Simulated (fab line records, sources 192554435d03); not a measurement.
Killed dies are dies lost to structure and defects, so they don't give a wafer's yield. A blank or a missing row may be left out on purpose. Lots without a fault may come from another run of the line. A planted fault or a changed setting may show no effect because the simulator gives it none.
fab line records | flow n5_finfet | part 1 of 2: steps 1 to 24 of 36
record lots=5 wafers=15 last_day=19
route steps=1938 shown BEOL_M2@930 BEOL_M3@931
lots that met no fault: from a run of the same line without faults
start_h: hours from the record's first day to the start of the lot's first wafer shown | wait_h: hours since the lot's step before | " the same as in the row above | L1.1+2: a row that stands for several wafers | - no value, or no start given | * or withheld: withheld | < > ~ a bound
route shown NAME@n: a module of which the file shows steps, and the number in the route of the first | usual: mean/standard deviation of fault-free wafers | same: alike in all rows | chamber/n: place in a boat | sites: the reading at each site | _std_site: their standard deviation | _edge_site: outer sites' mean less inner sites' | radius_mm: how far each site lies from the wafer's centre | mask NAME#n: copy n | behind: the tool/chamber that last shaped the wafer | hold: why the lot was held/for how many hours/how that ended | device: the transistor (n, p or np) that didn't switch | end of line: the same wafers' tests at the end of the route | a step without rows: its recipe alone | killed: dies lost to structure and defects at the first sort, not the wafer's yield | map: a wafer's dies, x killed, . not, _ none there
set.NAME: the setting as run; set.NAME@STEP: as run at that earlier step | model.NAME: the simulator's own value behind a step, which no gauge read
lots at some steps of the route; a table a step, a row a wafer
services: from which hour (start_h, from the record's first day; less than 0 if before it) a tool's chamber was out of use, for how many hours, and why
## steps
# step N5_BEOL_M2_INSPECT_59
# recipe inspect_instrument=darkfield mode=post_dep
# usual raw_defect_count=69/23
# columns lot.wafer tool chamber start_h wait_h raw_defect_count
L080.1 defect_inspect-01 - 192.85 0.0 82
L080.2 " - " " 43
L080.6 " - " " 85
L081.1 defect_inspect-01 - 198.46 0.0 62
L081.2 " - " " 130
L081.3 " - " " 86
L082.3 defect_inspect-02 - 201.92 0.0 42
L082.5 " - " " 75
L082.6 " - " " 116
L085.3 defect_inspect-02 - 222.62 0.0 65
L085.4 " - " " 61
L085.5 " - " " 40
L097.1 defect_inspect-01 - 298.05 0.0 41
L097.3 " - " " 35
L097.5 " - " " 53
# step N5_BEOL_M3_ILD_DEP_00
# recipe material=SiOC target_thk_a=790 temp_c=350 precursor=DEMS/O2 pressure_torr=5 rf_w=500 time_s=15.3
# usual heater_power_w=488/69 showerhead_plenum_p_Torr=5.687/0.016 throttle_valve_pct=12.1/0.65
# columns lot.wafer tool chamber start_h wait_h heater_power_w showerhead_plenum_p_Torr throttle_valve_pct
L080.1 pecvd-01 0 192.88 0.0 546 5.699 11.5
L080.2 " 1 " " 553 5.705 13.5
L080.6 " 1 " " 552 5.709 13.2
L081.1 pecvd-04 2 198.49 0.0 452 5.692 12.5
L081.2 " 0 " " 505 5.650 11.9
L081.3 " 1 " " 357 5.678 12.3
L082.3 pecvd-01 2 201.97 0.1 531 5.697 11.7
L082.5 " 1 " " 533 5.710 13.6
L082.6 " 2 " " 521 5.701 11.9
L085.3 pecvd-04 0 222.65 0.0 524 5.655 12.2
L085.4 " 2 " " 415 5.689 12.2
L085.5 " 1 " " 389 5.671 12.3
L097.1 pecvd-02 1 298.09 0.0 397 5.674 11.7
L097.3 " 0 " " 391 5.680 12.3
L097.5 " 2 " " 599 5.692 11.5
# step N5_BEOL_M3_THK_MEAS_01
# recipe reads=SiOC_of_BEOL_M3_ILD_DEP_00
# usual M3_ILD_THK=79.1/0.92
# columns lot.wafer tool chamber start_h wait_h M3_ILD_THK[nm]
L080.1 film_metro-01 - 192.95 0.0 78.7
L080.2 " - " " 78.3
L080.6 " - " " 79.0
L081.1 film_metro-01 - 198.57 0.1 79.4
L081.2 " - " " 79.5
L081.3 " - " " 79.0
L082.3 film_metro-01 - 202.04 0.1 79.8
L082.5 " - " " 78.4
L082.6 " - " " 79.1
L085.3 film_metro-01 - 222.72 0.1 79.0
L085.4 " - " " 80.2
L085.5 " - " " 80.4
L097.1 film_metro-01 - 298.16 0.0 78.0
L097.3 " - " " 77.7
L097.5 " - " " 80.3
# step N5_BEOL_M3_PECVD_72
# recipe material=SiO2 target_thk_a=160 temp_c=400 precursor=TEOS/O2 pressure_torr=5.5 rf_w=450 teos_flow_sccm=53.8 gas=O2 flow_sccm=3000 time_s=18
# usual heater_power_w=706/86 showerhead_plenum_p_Torr=8.74/0.069 throttle_valve_pct=22.7/0.95
# columns lot.wafer tool chamber start_h wait_h heater_power_w showerhead_plenum_p_Torr throttle_valve_pct
L080.1 pecvd-04 0 192.99 0.0 687 8.61 22.6
L080.2 " 1 " " 631 8.71 23.0
L080.6 " 0 " " 721 8.59 22.6
L081.1 pecvd-01 0 198.61 0.0 734 8.72 21.3
L081.2 " 2 " " 823 8.80 22.0
L081.3 " 1 " " 697 8.85 25.4
L082.3 pecvd-04 2 202.08 0.0 623 8.79 22.8
L082.5 " 0 " " 794 8.61 22.6
L082.6 " 1 " " 659 8.69 22.8
L085.3 pecvd-02 0 222.78 0.1 579 8.74 22.9
L085.4 " 1 " " 700 8.76 21.7
L085.5 " 0 " " 580 8.76 22.7
L097.1 pecvd-04 1 298.20 0.0 659 8.67 22.9
L097.3 " 2 " " 728 8.78 23.1
L097.5 " 0 " " 655 8.61 22.6
# step N5_BEOL_M3_HM_DEP_02
# recipe material=TiN target_thk_a=200 temp_c=25 chamber_pressure_pa=0.49996
# usual throttle_valve_pct=29.4/0.95
# columns lot.wafer tool chamber start_h wait_h throttle_valve_pct
L080.1 pvd_sputter-03 - 194.42 1.4 29.1
L080.2 " - " " 30.1
L080.6 " - " " 29.2
L081.1 pvd_sputter-01 - 201.04 2.4 30.3
L081.2 " - " " 28.4
L081.3 " - " " 29.0
L082.3 pvd_sputter-03 - 203.46 1.4 29.7
L082.5 " - " " 30.1
L082.6 " - " " 29.9
L085.3 pvd_sputter-01 - 224.51 1.7 30.0
L085.4 " - " " 28.9
L085.5 " - " " 28.6
L097.1 pvd_sputter-01 - 299.00 0.8 30.1
L097.3 " - " " 28.2
L097.5 " - " " 29.9
# step N5_BEOL_M3_COAT_61
# recipe resist=SOC temp_c=250 time_s=60 spin_rpm=1500 resist_thk_nm=60
# columns lot.wafer tool chamber start_h wait_h
L080.1+2+6 litho_track-04 0 194.54 0.1
L081.1+2+3 litho_track-01 0 201.17 0.1
L082.3+5+6 litho_track-04 0 203.59 0.1
L085.3+4+5 litho_track-01 0 224.63 0.1
L097.1+3+5 litho_track-04 0 299.13 0.1
# step N5_BEOL_M3_COAT_62
# recipe resist=SiARC temp_c=220 time_s=60 spin_rpm=1500 resist_thk_nm=12
# columns lot.wafer tool chamber start_h wait_h
L080.1+2+6 litho_track-04 0 - -
L081.1+2+3 litho_track-01 0 - -
L082.3+5+6 litho_track-04 0 - -
L085.3+4+5 litho_track-01 0 - -
L097.1+3+5 litho_track-04 0 - -
# step N5_BEOL_M3_COAT_73
# recipe resist=underlayer temp_c=205 time_s=60 spin_rpm=1500 resist_thk_nm=5
# columns lot.wafer tool chamber start_h wait_h
L080.1+2+6 litho_track-04 0 - -
L081.1+2+3 litho_track-01 0 - -
L082.3+5+6 litho_track-04 0 - -
L085.3+4+5 litho_track-01 0 - -
L097.1+3+5 litho_track-04 0 - -
# step N5_BEOL_M3_COAT_05
# recipe resist=CAR-EUV spin_rpm=1500 resist_thk_nm=30
# columns lot.wafer tool chamber start_h wait_h
L080.1+2+6 litho_track-04 0 - -
L081.1+2+3 litho_track-01 0 - -
L082.3+5+6 litho_track-04 0 - -
L085.3+4+5 litho_track-01 0 - -
L097.1+3+5 litho_track-04 0 - -
# step N5_BEOL_M3_EBR_07
# recipe solvent=PGMEA ebr_width_mm=1.5
# columns lot.wafer tool chamber start_h wait_h
L080.1+2+6 litho_track-04 0 - -
L081.1+2+3 litho_track-01 0 - -
L082.3+5+6 litho_track-04 0 - -
L085.3+4+5 litho_track-01 0 - -
L097.1+3+5 litho_track-04 0 - -
# step N5_BEOL_M3_SOFTBAKE_06
# recipe temp_c=110 time_s=60 resist=CAR-EUV
# columns lot.wafer tool chamber start_h wait_h
L080.1+2+6 litho_track-04 0 - -
L081.1+2+3 litho_track-01 0 - -
L082.3+5+6 litho_track-04 0 - -
L085.3+4+5 litho_track-01 0 - -
L097.1+3+5 litho_track-04 0 - -
# step N5_BEOL_M3_EXPOSE_08
# recipe mask_id=M3 na=0.33 source_shape=dipole sigma_inner=0.369 sigma_outer=0.767 polarization=unpolarized dose_mj=33
# same dipole_opening_deg=79.7
# columns lot.wafer tool chamber start_h wait_h mask
L080.1+2+6 euv_scanner-01 0 194.81 - M3#0
L081.1+2+3 euv_scanner-01 0 201.31 - M3#0
L082.3+5+6 euv_scanner-01 0 203.73 - M3#0
L085.3+4+5 euv_scanner-02 0 224.91 - M3#0
L097.1+3+5 euv_scanner-02 0 299.39 - M3#0
# step N5_BEOL_M3_PEB_09
# recipe peb_temp_c=100 peb_time_s=60 resist=CAR-EUV
# columns lot.wafer tool chamber start_h wait_h
L080.1+2+6 litho_track-04 0 194.87 0.1
L081.1+2+3 litho_track-04 0 201.37 0.1
L082.3+5+6 litho_track-04 0 203.78 0.0
L085.3+4+5 litho_track-04 0 224.96 0.0
L097.1+3+5 litho_track-01 0 299.45 0.1
# step N5_BEOL_M3_DEVELOP_10
# recipe develop_time_s=30 developer=TMAH resist=CAR-EUV rinse_liquid=surfactant_rinse dry=air_spin dev_temp_c=23
# columns lot.wafer tool chamber start_h wait_h
L080.1+2+6 litho_track-04 0 - -
L081.1+2+3 litho_track-04 0 - -
L082.3+5+6 litho_track-04 0 - -
L085.3+4+5 litho_track-04 0 - -
L097.1+3+5 litho_track-01 0 - -
# step N5_BEOL_M3_CD_MEAS_11
# recipe target_cd_nm=17.05 landing_energy_ev=500 detector=se_inlens polarity=opening
# usual cd_nm=17.08/0.23
# columns lot.wafer tool chamber start_h wait_h cd_nm
L080.1 cd_sem-01 0 194.93 - 17.04
L080.2 " 0 " " 17.00
L080.6 " 0 " " 17.39
L081.1 cd_sem-01 0 201.44 - 16.84
L081.2 " 0 " " 17.10
L081.3 " 0 " " 16.72
L082.3 cd_sem-02 0 203.85 - 17.31
L082.5 " 0 " " 17.64
L082.6 " 0 " " 16.96
L085.3 cd_sem-01 0 225.02 - 17.03
L085.4 " 0 " " 16.58
L085.5 " 0 " " 17.05
L097.1 cd_sem-03 0 299.52 - 17.26
L097.3 " 0 " " 17.10
L097.5 " 0 " " 17.05
# step N5_BEOL_M3_OVL_MEAS_12
# recipe points_per_wafer=522
# usual M3_OVL=-0.2/0.78
# columns lot.wafer tool chamber start_h wait_h M3_OVL[nm]
L080.1 overlay-01 0 194.96 0.0 -0.5
L080.2 " 0 " " 0.2
L080.6 " 0 " " 0.2
L081.1 overlay-01 0 201.47 0.0 -0.9
L081.2 " 0 " " -0.5
L081.3 " 0 " " -0.7
L082.3 overlay-01 0 203.89 0.0 -0.2
L082.5 " 0 " " -0.2
L082.6 " 0 " " -0.1
L085.3 overlay-02 0 225.07 0.0 -0.4
L085.4 " 0 " " 0.6
L085.5 " 0 " " -0.7
L097.1 overlay-01 0 299.55 0.0 -0.8
L097.3 " 0 " " -2.1
L097.5 " 0 " " -0.8
# step N5_BEOL_M3_INSPECT_13
# recipe mode=adi inspect_instrument=brightfield
# usual raw_defect_count=398/98
# columns lot.wafer tool chamber start_h wait_h raw_defect_count
L080.1 defect_inspect-02 - 195.02 0.1 397
L080.2 " - " " 277
L080.6 " - " " 480
L081.1 defect_inspect-02 - 201.53 0.1 371
L081.2 " - " " 389
L081.3 " - " " 350
L082.3 defect_inspect-01 - 203.94 0.0 306
L082.5 " - " " 328
L082.6 " - " " 478
L085.3 defect_inspect-01 - 225.11 0.0 545
L085.4 " - " " 383
L085.5 " - " " 304
L097.1 defect_inspect-01 - 299.61 0.1 259
L097.3 " - " " 255
L097.5 " - " " 287
# step N5_BEOL_M3_DESCUM_16
# recipe chemistry=O2 time_s=7 source_power_w=50 bias_power_w=20 pressure_mtorr=20 rf_frequency_hz=2.712e+07 temp_c=40 resist=CAR-EUV o2_flow_sccm=225
# usual drypump_motor_current_A=6.1/0.46 oes_product_au=0.75/0.073 rf_vpp_V=243.0/1.3 showerhead_plenum_p_Torr=2.08/0.069 temp_c=40.00/0.11 throttle_valve_pct=20.51/0.22
# columns lot.wafer tool chamber start_h wait_h drypump_motor_current_A oes_product_au rf_hours_counter_h rf_vpp_V showerhead_plenum_p_Torr temp_c throttle_valve_pct
L080.1 rie_diel-02 2 195.06 0.0 5.9 0.70 218 244.0 2.06 39.87 20.46
L080.2 " 0 " " 6.5 0.73 155 243.0 2.09 40.31 20.74
L080.6 " 2 " " 5.8 0.69 - 242.3 2.06 39.84 20.47
L081.1 rie_diel-02 2 201.92 0.4 5.8 0.70 220 244.0 2.06 39.99 20.47
L081.2 " 3 " " 6.5 0.78 116 242.0 2.02 40.14 20.67
L081.3 " 1 " " 5.7 0.70 179 244.6 2.17 40.09 20.47
L082.3 rie_diel-06 2 204.30 0.4 6.7 0.70 222 241.6 1.99 40.10 20.68
L082.5 " 0 " " 6.4 0.90 - 245.1 2.14 40.07 20.22
L082.6 " 3 " " 5.6 0.71 - 244.0 2.18 39.95 20.68
L085.3 rie_diel-06 3 225.15 0.0 5.6 0.71 180 244.4 2.17 40.05 20.69
L085.4 " 0 " " 6.5 0.89 47 242.1 2.14 40.11 20.23
L085.5 " 0 " " 6.5 0.89 - 243.5 2.14 40.00 20.22
L097.1 rie_diel-06 0 299.64 0.0 6.4 0.87 64 242.6 2.13 40.08 20.24
L097.3 " 3 " " 5.6 0.70 198 244.8 2.17 39.98 20.70
L097.5 " 2 " " 6.7 0.69 - 241.9 1.98 39.98 20.71
# step N5_BEOL_M3_ETCH_74
# recipe chemistry=N2/H2 target=underlayer target_depth_a=65 mask_material=CAR-EUV time_s=5.2 ion_energy_ev=200 pressure_mtorr=30 source_w=840 bias_w=150 n2_flow_sccm=200 h2_flow_sccm=200 ends=cleared
# usual drypump_motor_current_A=6.1/0.45 etch_rf_on_time_s=5.21/0.17 oes_product_au=0.64/0.058 rf_vpp_V=523.5/2.6 showerhead_plenum_p_Torr=2.53/0.079 throttle_valve_pct=17.95/0.21
# columns lot.wafer tool chamber start_h wait_h drypump_motor_current_A etch_rf_on_time_s oes_product_au rf_hours_counter_h rf_vpp_V showerhead_plenum_p_Torr throttle_valve_pct
L080.1 rie_diel-02 2 195.09 0.0 5.8 5.07 0.60 218 522.5 2.52 17.95
L080.2 " 0 " " 6.5 5.25 0.63 155 523.7 2.55 18.15
L080.6 " 2 " " 5.8 5.01 0.60 - 524.0 2.52 17.93
L081.1 rie_diel-02 2 201.96 0.0 5.9 5.06 0.60 220 524.1 2.52 17.94
L081.2 " 3 " " 6.5 5.22 0.67 116 519.6 2.45 18.15
L081.3 " 1 " " 5.7 5.55 0.59 179 526.1 2.64 17.92
L082.3 rie_diel-06 2 204.33 0.0 6.7 5.14 0.61 222 520.3 2.41 18.03
L082.5 " 0 " " 6.5 5.15 0.76 - 525.2 2.58 17.63
L082.6 " 3 " " 5.6 4.99 0.63 - 527.4 2.63 17.99
L085.3 rie_diel-06 3 225.18 0.0 5.6 5.03 0.62 180 527.2 2.63 18.01
L085.4 " 0 " " 6.5 5.12 0.75 47 524.9 2.58 17.66
L085.5 " 0 " " 6.5 5.15 0.75 - 523.2 2.58 17.67
L097.1 rie_diel-06 0 299.67 0.0 6.4 5.10 0.72 64 522.8 2.57 17.70
L097.3 " 3 " " 5.6 5.03 0.60 199 526.2 2.62 18.05
L097.5 " 2 " " 6.7 5.10 0.59 - 520.2 2.40 18.08
# step N5_BEOL_M3_ETCH_63
# recipe chemistry=CF4 target=SiARC target_depth_a=156 mask_material=CAR-EUV time_s=26 ion_energy_ev=80 pressure_mtorr=40 source_w=545 bias_w=36 Ar_flow_sccm=100 cf4_flow_sccm=100 ends=cleared
# usual drypump_motor_current_A=6.1/0.45 etch_rf_on_time_s=26.0/0.73 oes_product_au=0.64/0.058 rf_vpp_V=184.0/1.1 showerhead_plenum_p_Torr=2.13/0.068 throttle_valve_pct=15.69/0.21
# columns lot.wafer tool chamber start_h wait_h drypump_motor_current_A etch_rf_on_time_s oes_product_au rf_hours_counter_h rf_vpp_V showerhead_plenum_p_Torr throttle_valve_pct
L080.1 rie_diel-02 2 195.11 0.0 5.8 25.4 0.60 218 183.3 2.11 15.75
L080.2 " 0 " " 6.5 26.4 0.62 155 184.3 2.13 15.83
L080.6 " 2 " " 5.9 25.4 0.60 - 184.4 2.11 15.76
L081.1 rie_diel-02 2 201.98 0.0 5.9 25.3 0.60 220 184.8 2.11 15.76
L081.2 " 3 " " 6.5 26.3 0.67 116 182.7 2.05 15.72
L081.3 " 1 " " 5.7 27.6 0.58 179 184.4 2.21 15.66
L082.3 rie_diel-06 2 204.35 0.0 6.7 25.9 0.61 222 181.8 2.05 15.91
L082.5 " 0 " " 6.5 25.8 0.76 - 184.7 2.19 15.35
L082.6 " 3 " " 5.6 25.1 0.62 - 184.5 2.22 15.80
L085.3 rie_diel-06 3 225.20 0.0 5.6 25.5 0.62 180 185.3 2.22 15.83
L085.4 " 0 " " 6.5 25.8 0.75 47 183.4 2.19 15.39
L085.5 " 0 " " 6.4 25.9 0.75 - 183.0 2.19 15.37
L097.1 rie_diel-06 0 299.69 0.0 6.5 25.8 0.72 64 184.9 2.18 15.42
L097.3 " 3 " " 5.6 25.8 0.60 199 185.6 2.22 15.87
L097.5 " 2 " " 6.7 26.1 0.58 - 183.6 2.04 15.97
# step N5_BEOL_M3_ETCH_64
# recipe chemistry=N2/H2 target=SOC target_depth_a=750 overetch_a=150 mask_material=SiARC temp_c=40 time_s=112.5 ion_energy_ev=200 pressure_mtorr=30 source_w=840 bias_w=150 n2_flow_sccm=200 h2_flow_sccm=200
# usual drypump_motor_current_A=6.1/0.46 oes_product_au=0.59/0.052 rf_vpp_V=523.4/2.5 showerhead_plenum_p_Torr=2.53/0.079 temp_c=40.00/0.11 throttle_valve_pct=17.91/0.21
# columns lot.wafer tool chamber start_h wait_h drypump_motor_current_A oes_product_au rf_hours_counter_h rf_vpp_V showerhead_plenum_p_Torr temp_c throttle_valve_pct
L080.1 rie_diel-02 2 195.14 0.0 5.9 0.55 218 523.6 2.52 40.00 17.91
L080.2 " 0 " " 6.5 0.59 155 525.1 2.55 39.86 18.11
L080.6 " 2 " " 5.9 0.54 - 522.8 2.52 39.99 17.90
L081.1 rie_diel-02 2 202.00 0.0 5.8 0.55 220 524.6 2.52 39.88 17.90
L081.2 " 3 " " 6.6 0.61 116 521.7 2.45 40.07 18.10
L081.3 " 1 " " 5.7 0.57 179 527.3 2.63 40.00 17.89
L082.3 rie_diel-06 2 204.38 0.0 6.7 0.56 222 520.1 2.41 39.94 18.01
L082.5 " 0 " " 6.5 0.69 - 526.0 2.58 40.17 17.61
L082.6 " 3 " " 5.5 0.57 - 526.5 2.63 40.02 17.96
L085.3 rie_diel-06 3 225.23 0.0 5.6 0.56 180 527.8 2.63 39.85 17.96
L085.4 " 0 " " 6.5 0.68 47 524.9 2.58 40.15 17.62
L085.5 " 0 " " 6.5 0.69 - 525.7 2.58 40.03 17.61
L097.1 rie_diel-06 0 299.72 0.0 6.5 0.67 64 524.1 2.57 39.71 17.65
L097.3 " 3 " " 5.6 0.56 199 526.1 2.62 39.86 17.99
L097.5 " 2 " " 6.7 0.54 - 518.5 2.40 40.00 18.03
# step N5_BEOL_M3_STRIP_65
# recipe chemistry=N2/H2 temp_c=40 n2_flow_sccm=200 h2_flow_sccm=200 rf_frequency_hz=6e+07
# columns lot.wafer tool chamber start_h wait_h
L080.1+2+6 rie_diel-02 2,0,2 195.24 0.1
L081.1+2+3 rie_diel-02 2,3,1 202.11 0.1
L082.3+5+6 rie_diel-06 2,0,3 204.48 0.1
L085.3+4+5 rie_diel-06 3,0,0 225.33 0.1
L097.1+3+5 rie_diel-06 0,3,2 299.83 0.1
# step N5_BEOL_M3_STRIP_75
# recipe chemistry=N2/H2 temp_c=40 n2_flow_sccm=200 h2_flow_sccm=200 rf_frequency_hz=6e+07
# columns lot.wafer tool chamber start_h wait_h
L080.1+2+6 rie_diel-02 2,0,2 195.25 0.0
L081.1+2+3 rie_diel-02 2,3,1 202.12 0.0
L082.3+5+6 rie_diel-06 2,0,3 204.49 0.0
L085.3+4+5 rie_diel-06 3,0,0 225.34 0.0
L097.1+3+5 rie_diel-06 0,3,2 299.84 0.0
# step N5_BEOL_M3_STRIP_66
# recipe chemistry=CF4 resist=SiARC power_w=300 bias_power_w=75 pressure_mtorr=50 cf4_flow_sccm=150 rf_frequency_hz=6e+07
# usual drypump_motor_current_A=6.1/0.45 oes_product_au=0.74/0.065 power_w=300.0/0.96 rf_vpp_V=270.9/1.4 showerhead_plenum_p_Torr=1.79/0.057 throttle_valve_pct=13.67/0.22
# columns lot.wafer tool chamber start_h wait_h drypump_motor_current_A oes_product_au power_w rf_hours_counter_h rf_vpp_V showerhead_plenum_p_Torr throttle_valve_pct
L080.1 rie_diel-02 2 195.26 0.0 5.8 0.69 300.0 218 269.5 1.76 13.74
L080.2 " 0 " " 6.5 0.73 300.1 155 270.9 1.77 13.74
L080.6 " 2 " " 5.8 0.69 300.3 - 269.2 1.76 13.73
L081.1 rie_diel-02 2 202.13 0.0 5.9 0.69 299.0 220 271.8 1.76 13.75
L081.2 " 3 " " 6.5 0.77 299.0 116 271.1 1.73 13.68
L081.3 " 1 " " 5.7 0.71 299.6 179 272.7 1.85 13.65
L082.3 rie_diel-06 2 204.50 0.0 6.7 0.70 298.8 222 268.9 1.72 13.90
L082.5 " 0 " " 6.4 0.87 300.7 - 270.9 1.84 13.30
L082.6 " 3 " " 5.5 0.70 300.6 - 271.4 1.87 13.80
L085.3 rie_diel-06 3 225.35 0.0 5.6 0.70 299.7 180 272.9 1.86 13.81
L085.4 " 0 " " 6.4 0.86 298.2 47 272.0 1.83 13.34
L085.5 " 0 " " 6.4 0.86 298.8 - 272.3 1.83 13.33
L097.1 rie_diel-06 0 299.85 0.0 6.4 0.84 300.8 64 272.5 1.83 13.36
L097.3 " 3 " " 5.6 0.69 298.8 199 271.9 1.86 13.85
L097.5 " 2 " " 6.7 0.68 300.3 - 270.5 1.71 13.98
